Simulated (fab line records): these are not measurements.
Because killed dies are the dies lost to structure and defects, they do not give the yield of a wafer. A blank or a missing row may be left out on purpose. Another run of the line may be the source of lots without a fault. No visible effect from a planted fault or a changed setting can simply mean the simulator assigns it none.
Which tool is to blame? || flow n5 finfet || 25 wafers from 9 lots sampled at 5 of the route's 1938 steps

WHAT THE GAUGES SHOWED, per wafer
N5_SD_EPI_N_CD_MEAS_09: target cd 120 nm. Usual: cd nm at 120.0 nm, with a standard deviation of 0.57.
{"lot": "L260", "measured": "day 4 03:54", "on": "cd sem-03", "cd nm (nm)": "120.1 119.6 120.1", "flag": ""}
{"lot": "L261", "measured": "day 4 05:48", "on": "cd sem-01", "cd nm (nm)": "119.8 120.7 120.1", "flag": ""}
{"lot": "L268", "measured": "day 6 09:12", "on": "cd sem-03", "cd nm (nm)": "118.9 119.1", "flag": ""}
{"lot": "L269", "measured": "day 6 13:30", "on": "cd sem-02", "cd nm (nm)": "121.4 120.6 121.5", "flag": ""}
{"lot": "L272", "measured": "day 7 01:12", "on": "cd sem-02", "cd nm (nm)": "119.8 119.9", "flag": ""}
{"lot": "L274", "measured": "day 7 11:50", "on": "cd sem-02", "cd nm (nm)": "121.0 120.3 120.2", "flag": ""}
{"lot": "L277", "measured": "day 8 09:14", "on": "cd sem-02", "cd nm (nm)": "119.6 119.9 119.4", "flag": ""}
{"lot": "L278", "measured": "day 8 14:55", "on": "cd sem-03", "cd nm (nm)": "119.0 120.3 119.3", "flag": ""}
{"lot": "L279", "measured": "day 8 19:10", "on": "cd sem-01", "cd nm (nm)": "119.6 119.8 119.0", "flag": ""}

N5_SD_EPI_N_OVL_MEAS_10. Usual: for SD_N_BLK_OVL the level is -0.6 nm and the standard deviation is 0.79.
{"lot": "L260", "measured": "day 4 03:56", "on": "overlay-02", "SD_N_BLK_OVL (nm)": "1.0 -1.0 -0.2", "flag": ""}
{"lot": "L261", "measured": "day 4 05:50", "on": "overlay-01", "SD_N_BLK_OVL (nm)": "-0.4 1.1 -0.1", "flag": ""}
{"lot": "L268", "measured": "day 6 09:14", "on": "overlay-01", "SD_N_BLK_OVL (nm)": "-0.6 0.2", "flag": ""}
{"lot": "L269", "measured": "day 6 13:32", "on": "overlay-02", "SD_N_BLK_OVL (nm)": "-0.8 0.2 -0.4", "flag": ""}
{"lot": "L272", "measured": "day 7 01:14", "on": "overlay-01", "SD_N_BLK_OVL (nm)": "-1.7 -2.0", "flag": ""}
{"lot": "L274", "measured": "day 7 11:52", "on": "overlay-02", "SD_N_BLK_OVL (nm)": "-1.3 0.1 0.0", "flag": ""}
{"lot": "L277", "measured": "day 8 09:16", "on": "overlay-02", "SD_N_BLK_OVL (nm)": "0.7 0.1 -0.7", "flag": ""}
{"lot": "L278", "measured": "day 8 14:57", "on": "overlay-02", "SD_N_BLK_OVL (nm)": "0.5 -1.2 -0.2", "flag": ""}
{"lot": "L279", "measured": "day 8 19:11", "on": "overlay-02", "SD_N_BLK_OVL (nm)": "0.7 -0.2 0.6", "flag": ""}

N5_BEOL_M4_RC_MEAS_101. Usual: CJ_N 4.32, standard deviation 0.088; DIBL_N 36.3 mV/V, standard deviation 1.4; DIBL_P 35.7 mV/V, standard deviation 1.5; IOFF_N 0.155 nA/um, standard deviation 0.022; IOFF_N_85C 3.0 nA/um, standard deviation 0.36; IOFF_N_LIN 0.072 nA/um, standard deviation 0.0083; IOFF_N_LONG 5.55e-05 nA/um, standard deviation 2.7e-06; IOFF_P 0.204 nA/um, standard deviation 0.027; ION_N 671 uA/um, standard deviation 9; ION_P 459 uA/um, standard deviation 6.2; REXT_N 75.4 ohm.um, standard deviation 1.5; SS_N 71.5 mV/dec, standard deviation 0.54; SS_P 73.1 mV/dec, standard deviation 0.56; VT_N 250.2 mV, standard deviation 2.6; VT_N_LVT 98.8 mV, standard deviation 2.7; VT_P -251 mV, standard deviation 3.3.
{"lot": "L260", "measured": "day 8 23:38", "on": "prober-02", "CJ_N": "4.35 4.36 4.37", "DIBL_N (mV/V)": "36.2 34.4 36.4", "DIBL_P (mV/V)": "35.2 33.4 34.8", "IOFF_N (nA/um)": "0.150 0.129 0.161", "IOFF_N_85C (nA/um)": "3.0 2.7 3.2", "IOFF_N_LIN (nA/um)": "0.071 0.063 0.075", "IOFF_N_LONG (nA/um)": "5.91e-05 5.9e-05 5.97e-05", "IOFF_P (nA/um)": "0.229 0.214 0.235", "ION_N (uA/um)": "666 670 667", "ION_P (uA/um)": "468 471 461", "REXT_N (ohm.um)": "74.0 73.2 74.1", "SS_N (mV/dec)": "71.1 70.6 70.9", "SS_P (mV/dec)": "73.1 72.0 73.4", "VT_N (mV)": "252.7 251.9 248.3", "VT_N_LVT (mV)": "98.5 100.7 98.2", "VT_P (mV)": "-247 -250 -247", "flag": ""}
{"lot": "L261", "measured": "day 9 00:10", "on": "prober-01", "CJ_N": "4.42 4.37 4.40", "DIBL_N (mV/V)": "37.8 35.7 36.8", "DIBL_P (mV/V)": "37.2 35.6 37.0", "IOFF_N (nA/um)": "0.193 0.148 0.185", "IOFF_N_85C (nA/um)": "3.6 2.9 3.5", "IOFF_N_LIN (nA/um)": "0.085 0.070 0.084", "IOFF_N_LONG (nA/um)": "5.89e-05 5.95e-05 5.89e-05", "IOFF_P (nA/um)": "0.243 0.210 0.239", "ION_N (uA/um)": "674 670 691", "ION_P (uA/um)": "465 464 470", "REXT_N (ohm.um)": "76.2 76.6 75.4", "SS_N (mV/dec)": "71.1 70.6 71.4", "SS_P (mV/dec)": "74.0 73.3 73.5", "VT_N (mV)": "246.9 250.1 247.2", "VT_N_LVT (mV)": "94.0 98.9 94.0", "VT_P (mV)": "-246 -248 -246", "flag": ""}
{"lot": "L268", "measured": "day 11 16:56", "on": "prober-01", "CJ_N": "2.59 4.33", "DIBL_N (mV/V)": "31.2 34.5", "DIBL_P (mV/V)": "37.0 36.1", "IOFF_N (nA/um)": "0.086 0.144", "IOFF_N_85C (nA/um)": "1.9 2.9", "IOFF_N_LIN (nA/um)": "0.045 0.069", "IOFF_N_LONG (nA/um)": "4.84e-05 5.49e-05", "IOFF_P (nA/um)": "0.189 0.182", "ION_N (uA/um)": "523 668", "ION_P (uA/um)": "458 454", "REXT_N (ohm.um)": "93.7 78.1", "SS_N (mV/dec)": "70.7 71.3", "SS_P (mV/dec)": "73.8 73.4", "VT_N (mV)": "260.0 250.6", "VT_N_LVT (mV)": "107.7 96.6", "VT_P (mV)": "-251 -250", "flag": "OFF"}
{"lot": "L269", "measured": "day 11 07:46", "on": "prober-01", "CJ_N": "2.60 2.59 4.39", "DIBL_N (mV/V)": "31.3 32.0 36.3", "DIBL_P (mV/V)": "33.7 34.3 33.9", "IOFF_N (nA/um)": "0.085 0.092 0.159", "IOFF_N_85C (nA/um)": "1.8 2.0 3.1", "IOFF_N_LIN (nA/um)": "0.043 0.046 0.072", "IOFF_N_LONG (nA/um)": "4.22e-05 4.27e-05 4.92e-05", "IOFF_P (nA/um)": "0.171 0.180 0.179", "ION_N (uA/um)": "517 521 673", "ION_P (uA/um)": "451 462 457", "REXT_N (ohm.um)": "89.9 90.6 74.5", "SS_N (mV/dec)": "71.1 70.1 71.1", "SS_P (mV/dec)": "73.8 73.5 74.0", "VT_N (mV)": "262.9 261.2 250.6", "VT_N_LVT (mV)": "109.7 107.1 97.3", "VT_P (mV)": "-260 -255 -255", "flag": "OFF"}
{"lot": "L272", "measured": "day 11 22:56", "on": "prober-01", "CJ_N": "2.59 4.25", "DIBL_N (mV/V)": "31.4 35.9", "DIBL_P (mV/V)": "37.2 37.0", "IOFF_N (nA/um)": "0.086 0.153", "IOFF_N_85C (nA/um)": "1.9 3.1", "IOFF_N_LIN (nA/um)": "0.046 0.072", "IOFF_N_LONG (nA/um)": "5.09e-05 5.67e-05", "IOFF_P (nA/um)": "0.208 0.198", "ION_N (uA/um)": "516 667", "ION_P (uA/um)": "454 455", "REXT_N (ohm.um)": "92.7 76.9", "SS_N (mV/dec)": "70.4 72.1", "SS_P (mV/dec)": "73.4 73.4", "VT_N (mV)": "260.0 251.5", "VT_N_LVT (mV)": "110.0 98.8", "VT_P (mV)": "-252 -255", "flag": "OFF"}
{"lot": "L274", "measured": "day 12 10:29", "on": "prober-01", "CJ_N": "4.32 4.27 4.23", "DIBL_N (mV/V)": "34.1 35.0 35.4", "DIBL_P (mV/V)": "33.5 34.6 34.6", "IOFF_N (nA/um)": "0.119 0.131 0.138", "IOFF_N_85C (nA/um)": "2.5 2.7 2.8", "IOFF_N_LIN (nA/um)": "0.058 0.062 0.066", "IOFF_N_LONG (nA/um)": "5.46e-05 5.46e-05 5.51e-05", "IOFF_P (nA/um)": "0.174 0.185 0.192", "ION_N (uA/um)": "666 664 677", "ION_P (uA/um)": "457 457 462", "REXT_N (ohm.um)": "77.0 77.0 76.4", "SS_N (mV/dec)": "71.0 71.2 71.6", "SS_P (mV/dec)": "72.7 72.9 73.0", "VT_N (mV)": "253.2 252.5 250.7", "VT_N_LVT (mV)": "103.9 102.9 101.4", "VT_P (mV)": "-252 -251 -251", "flag": ""}
{"lot": "L277", "measured": "day 13 06:14", "on": "prober-02", "CJ_N": "4.29 4.18 4.12", "DIBL_N (mV/V)": "37.1 36.2 37.1", "DIBL_P (mV/V)": "36.6 35.7 37.5", "IOFF_N (nA/um)": "0.183 0.157 0.176", "IOFF_N_85C (nA/um)": "3.4 3.0 3.4", "IOFF_N_LIN (nA/um)": "0.079 0.070 0.080", "IOFF_N_LONG (nA/um)": "5.38e-05 5.28e-05 5.24e-05", "IOFF_P (nA/um)": "0.232 0.210 0.248", "ION_N (uA/um)": "679 667 677", "ION_P (uA/um)": "465 458 468", "REXT_N (ohm.um)": "74.9 75.4 75.7", "SS_N (mV/dec)": "71.5 71.2 71.0", "SS_P (mV/dec)": "72.9 72.2 73.3", "VT_N (mV)": "246.5 250.3 246.7", "VT_N_LVT (mV)": "98.2 101.4 100.0", "VT_P (mV)": "-248 -249 -245", "flag": ""}
{"lot": "L278", "measured": "day 13 14:47", "on": "prober-01", "CJ_N": "4.31 4.31 4.33", "DIBL_N (mV/V)": "33.6 36.1 33.8", "DIBL_P (mV/V)": "33.7 36.6 33.5", "IOFF_N (nA/um)": "0.105 0.139 0.106", "IOFF_N_85C (nA/um)": "2.2 2.8 2.2", "IOFF_N_LIN (nA/um)": "0.053 0.068 0.052", "IOFF_N_LONG (nA/um)": "5.48e-05 5.4e-05 5.36e-05", "IOFF_P (nA/um)": "0.161 0.207 0.159", "ION_N (uA/um)": "653 663 644", "ION_P (uA/um)": "456 461 452", "REXT_N (ohm.um)": "73.8 74.2 74.0", "SS_N (mV/dec)": "71.3 71.6 70.9", "SS_P (mV/dec)": "72.2 73.2 72.9", "VT_N (mV)": "254.8 251.6 255.0", "VT_N_LVT (mV)": "105.5 101.1 105.2", "VT_P (mV)": "-251 -251 -254", "flag": ""}
{"lot": "L279", "measured": "day 13 19:38", "on": "prober-01", "CJ_N": "4.32 4.42 4.31", "DIBL_N (mV/V)": "35.3 37.3 35.1", "DIBL_P (mV/V)": "34.7 35.9 34.5", "IOFF_N (nA/um)": "0.137 0.166 0.135", "IOFF_N_85C (nA/um)": "2.8 3.2 2.7", "IOFF_N_LIN (nA/um)": "0.067 0.075 0.066", "IOFF_N_LONG (nA/um)": "5.47e-05 5.66e-05 5.46e-05", "IOFF_P (nA/um)": "0.179 0.192 0.178", "ION_N (uA/um)": "669 671 668", "ION_P (uA/um)": "460 452 457", "REXT_N (ohm.um)": "74.2 73.7 73.2", "SS_N (mV/dec)": "71.7 71.9 71.5", "SS_P (mV/dec)": "72.8 72.1 72.3", "VT_N (mV)": "250.5 249.3 253.9", "VT_N_LVT (mV)": "97.8 96.7 99.0", "VT_P (mV)": "-255 -252 -253", "flag": ""}

WHICH TOOL RAN EACH LOT (tool, then ch and the chambers of the sampled wafers, then the start)
{"lot": "L260", "N5_SD_EPI_N_ETCH_45": "rie diel-05 ch 0,2,3, day 4 04:33", "N5_SD_EPI_N_SD_RECESS_17": "rie si-06 ch 0,2,3, day 4 04:43"}
{"lot": "L261", "N5_SD_EPI_N_ETCH_45": "rie diel-03 ch 1,3, day 4 06:24", "N5_SD_EPI_N_SD_RECESS_17": "rie si-06 ch 1,2, day 4 06:35"}
{"lot": "L268", "N5_SD_EPI_N_ETCH_45": "rie diel-01 ch 1, day 6 10:01", "N5_SD_EPI_N_SD_RECESS_17": "rie si-04 ch 0, day 6 10:12"}
{"lot": "L269", "N5_SD_EPI_N_ETCH_45": "rie diel-01 ch 0,1, day 6 14:08", "N5_SD_EPI_N_SD_RECESS_17": "rie si-04 ch 1,2,3, day 6 14:19"}
{"lot": "L272", "N5_SD_EPI_N_ETCH_45": "rie diel-01 ch 0,3, day 7 01:48", "N5_SD_EPI_N_SD_RECESS_17": "rie si-04 ch 3, day 7 01:58"}
{"lot": "L274", "N5_SD_EPI_N_ETCH_45": "rie diel-05 ch 1,3, day 7 12:28", "N5_SD_EPI_N_SD_RECESS_17": "rie si-05 ch 0,1, day 7 12:38"}
{"lot": "L277", "N5_SD_EPI_N_ETCH_45": "rie diel-01 ch 1,2, day 8 09:52", "N5_SD_EPI_N_SD_RECESS_17": "rie si-05 ch 0,1,2, day 8 10:02"}
{"lot": "L278", "N5_SD_EPI_N_ETCH_45": "rie diel-03 ch 0,1, day 8 15:36", "N5_SD_EPI_N_SD_RECESS_17": "rie si-06 ch 0,1,2, day 8 15:46"}
{"lot": "L279", "N5_SD_EPI_N_ETCH_45": "rie diel-05 ch 1,2, day 8 19:46", "N5_SD_EPI_N_SD_RECESS_17": "rie si-05 ch 2,3, day 8 19:56"}
- N5_SD_EPI_N_ETCH_45: etches SiOCN in CH3F/O2, target depth 6 nm.
- N5_SD_EPI_N_SD_RECESS_17: chemistry HBr/Cl2/O2, target depth 41 nm, time 23.7 s, bt time 3 s.

AS READ BY THE TOOLS THEMSELVES (means over the sampled wafers that have a number; for cases with no such wafer, the mark the record gives instead)
N5_SD_EPI_N_ETCH_45. Usual: O2_flow_sccm 19.99 sccm, standard deviation 0.062; drypump motor current A 5.8 A, standard deviation 0.48; oes product au 0.77 a.u., standard deviation 0.066; rf vpp V 127.6 V, standard deviation 0.99; showerhead plenum p Torr 2.02 Torr, standard deviation 0.075; throttle valve pct 23.19 %, standard deviation 0.21.
{"lot": "L260", "tool": "rie diel-05", "O2_flow_sccm (sccm)": 20.00, "drypump motor current A (A)": 5.6, "oes product au (a.u.)": 0.74, "rf vpp V (V)": 127.2, "showerhead plenum p Torr (Torr)": 2.02, "throttle valve pct (%)": 23.40, "flag": ""}
{"lot": "L261", "tool": "rie diel-03", "O2_flow_sccm (sccm)": 19.98, "drypump motor current A (A)": 5.9, "oes product au (a.u.)": 0.83, "rf vpp V (V)": 127.7, "showerhead plenum p Torr (Torr)": 2.05, "throttle valve pct (%)": 23.02, "flag": ""}
{"lot": "L268", "tool": "rie diel-01", "O2_flow_sccm (sccm)": 20.00, "drypump motor current A (A)": 6.1, "oes product au (a.u.)": 0.72, "rf vpp V (V)": 126.3, "showerhead plenum p Torr (Torr)": 1.91, "throttle valve pct (%)": 23.12, "flag": ""}
{"lot": "L269", "tool": "rie diel-01", "O2_flow_sccm (sccm)": 20.10, "drypump motor current A (A)": 5.9, "oes product au (a.u.)": 0.71, "rf vpp V (V)": 127.3, "showerhead plenum p Torr (Torr)": 1.95, "throttle valve pct (%)": 23.12, "flag": ""}
{"lot": "L272", "tool": "rie diel-01", "O2_flow_sccm (sccm)": 19.98, "drypump motor current A (A)": 5.3, "oes product au (a.u.)": 0.75, "rf vpp V (V)": 128.1, "showerhead plenum p Torr (Torr)": 2.08, "throttle valve pct (%)": 23.01, "flag": ""}
{"lot": "L274", "tool": "rie diel-05", "O2_flow_sccm (sccm)": 20.03, "drypump motor current A (A)": 5.7, "oes product au (a.u.)": 0.72, "rf vpp V (V)": 127.1, "showerhead plenum p Torr (Torr)": 1.97, "throttle valve pct (%)": 23.41, "flag": ""}
{"lot": "L277", "tool": "rie diel-01", "O2_flow_sccm (sccm)": 20.03, "drypump motor current A (A)": 5.9, "oes product au (a.u.)": 0.74, "rf vpp V (V)": 126.9, "showerhead plenum p Torr (Torr)": 1.97, "throttle valve pct (%)": 23.14, "flag": ""}
{"lot": "L278", "tool": "rie diel-03", "O2_flow_sccm (sccm)": 20.04, "drypump motor current A (A)": 5.9, "oes product au (a.u.)": 0.83, "rf vpp V (V)": 128.1, "showerhead plenum p Torr (Torr)": 2.05, "throttle valve pct (%)": 23.07, "flag": ""}
{"lot": "L279", "tool": "rie diel-05", "O2_flow_sccm (sccm)": 20.05, "drypump motor current A (A)": 6.2, "oes product au (a.u.)": 0.70, "rf vpp V (V)": 127.0, "showerhead plenum p Torr (Torr)": 1.97, "throttle valve pct (%)": 23.39, "flag": ""}

N5_SD_EPI_N_SD_RECESS_17. Usual: O2_flow_sccm 12.00 sccm, standard deviation 0.034; drypump motor current A 5.7 A, standard deviation 0.39; oes_o_777_au 0.999 a.u., standard deviation 0.018; oes product au 1.001 a.u., standard deviation 0.016; throttle valve pct 37.2 %, standard deviation 0.31.
{"lot": "L260", "tool": "rie si-06", "O2_flow_sccm (sccm)": 12.00, "drypump motor current A (A)": 5.8, "oes_o_777_au (a.u.)": 1.000, "oes product au (a.u.)": 0.993, "throttle valve pct (%)": 37.1, "flag": ""}
{"lot": "L261", "tool": "rie si-06", "O2_flow_sccm (sccm)": 11.98, "drypump motor current A (A)": 5.8, "oes_o_777_au (a.u.)": 1.007, "oes product au (a.u.)": 0.998, "throttle valve pct (%)": 37.1, "flag": ""}
{"lot": "L268", "tool": "rie si-04", "O2_flow_sccm (sccm)": 11.99, "drypump motor current A (A)": 5.6, "oes_o_777_au (a.u.)": 1.014, "oes product au (a.u.)": 0.962, "throttle valve pct (%)": 36.9, "flag": ""}
{"lot": "L269", "tool": "rie si-04", "O2_flow_sccm (sccm)": 12.00, "drypump motor current A (A)": 5.5, "oes_o_777_au (a.u.)": 0.993, "oes product au (a.u.)": 0.923, "throttle valve pct (%)": 37.2, "flag": "OFF"}
{"lot": "L272", "tool": "rie si-04", "O2_flow_sccm (sccm)": 12.03, "drypump motor current A (A)": 5.7, "oes_o_777_au (a.u.)": 1.000, "oes product au (a.u.)": 0.952, "throttle valve pct (%)": 36.8, "flag": "OFF"}
{"lot": "L274", "tool": "rie si-05", "O2_flow_sccm (sccm)": 12.04, "drypump motor current A (A)": 5.8, "oes_o_777_au (a.u.)": 1.012, "oes product au (a.u.)": 1.017, "throttle valve pct (%)": 37.5, "flag": ""}
{"lot": "L277", "tool": "rie si-05", "O2_flow_sccm (sccm)": 12.01, "drypump motor current A (A)": 5.7, "oes_o_777_au (a.u.)": 1.008, "oes product au (a.u.)": 1.008, "throttle valve pct (%)": 37.4, "flag": ""}
{"lot": "L278", "tool": "rie si-06", "O2_flow_sccm (sccm)": 11.99, "drypump motor current A (A)": 5.7, "oes_o_777_au (a.u.)": 0.997, "oes product au (a.u.)": 0.995, "throttle valve pct (%)": 37.2, "flag": ""}
{"lot": "L279", "tool": "rie si-05", "O2_flow_sccm (sccm)": 11.99, "drypump motor current A (A)": 5.4, "oes_o_777_au (a.u.)": 0.994, "oes product au (a.u.)": 1.000, "throttle valve pct (%)": 37.2, "flag": ""}

THE ANSWER, worked out from the rows above alone
Rule: take the mean of a lot's wafers that have a number; if it is more than 3 standard deviations from the usual mean, the lot is off. Also off: a lot with no number at a reading for which 4 or more lots have one. Any other lot the step has rows for is counted as sound. After the gauges, taken in route order, come the tools' own readings; for these a lot's mean is taken, as printed above. At the first step where some lot is off, the reading lying furthest off is the one used; lots without a number count as furthest.
Off: L268, L269, L272, seen at N5_BEOL_M4_RC_MEAS_101 (CJ_N).
A tool fits if, at a process step before that reading, it ran every lot that is off, and no sound lot after the first of them. The gauges at N5_BEOL_M4_RC_MEAS_101 are tried like those tools. One fits: rie si-04 at N5_SD_EPI_N_SD_RECESS_17. It ran no sound lot before its first lot that is off in this sample, so the start can't be narrowed down.
The tool's own readings at N5_SD_EPI_N_SD_RECESS_17 bear it out: on the lots that are off they differ by more than 5 times the standard deviation of the sound lots' means. oes product au reads 0.946 a.u. there against 1.002 a.u. on the sound lots.

WHAT WAS PUT IN BY THE SIMULATOR
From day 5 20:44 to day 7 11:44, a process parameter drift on rie si-04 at N5_SD_EPI_N_SD_RECESS_17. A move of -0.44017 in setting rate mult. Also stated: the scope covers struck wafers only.
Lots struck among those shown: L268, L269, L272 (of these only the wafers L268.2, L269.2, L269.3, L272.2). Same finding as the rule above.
